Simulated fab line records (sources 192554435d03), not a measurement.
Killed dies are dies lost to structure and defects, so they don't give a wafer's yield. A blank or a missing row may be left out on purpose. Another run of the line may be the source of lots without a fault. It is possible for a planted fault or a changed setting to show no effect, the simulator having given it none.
Matching of chambers	flow n5 finfet	pecvd-04 running N5_BEOL_M7_DEP_56: 3 sister chambers
The step deposits SiCN from 3MS/NH3, target thk 10 nm, time 17.5 s. 3 wafers are shown with their chamber, then 8 later ones without.

EACH WAFER AND ITS CHAMBER
wafer	chamber	showerhead plenum p Torr (Torr)
L080.6	0	3.641
L084.4	1	3.687
L087.2	2	3.664

WAFERS WHOSE CHAMBER IS MISSING
wafer	showerhead plenum p Torr (Torr)
L087.4	3.675
L087.5	3.657
L093.3	3.641
L093.4	3.672
L093.6	3.678
L094.1	3.700
L094.4	3.691
L094.5	3.676

EACH ONE'S CHAMBER
wafer	from the rows above	in truth
L087.4	can't be placed: 2 or 1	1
L087.5	can't be placed: 2 or 0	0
L093.3	0	0
L093.4	can't be placed: 2 or 1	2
L093.6	can't be placed: 1 or 2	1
L094.1	1	1
L094.4	1	1
L094.5	can't be placed: 1 or 2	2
Correctly placed: 3 of 8. Cannot be placed on the basis of these rows: 5; the candidates contain the true chamber in 5. Placed wrongly: 0.
How it was worked out, from the rows above alone: a wafer's distance from a chamber is the root of the sum, over the readings, of the square of ((its reading less the chamber's mean) divided by the reading's scatter). If the next closest chamber is less than 2 further off than the closest, the wafer can't be placed; otherwise it belongs to the closest. The mean given for a chamber averages the wafers shown for that chamber. The scatter: root of mean squared gap, hidden wafer to nearest shown wafer, with one shown wafer a chamber.
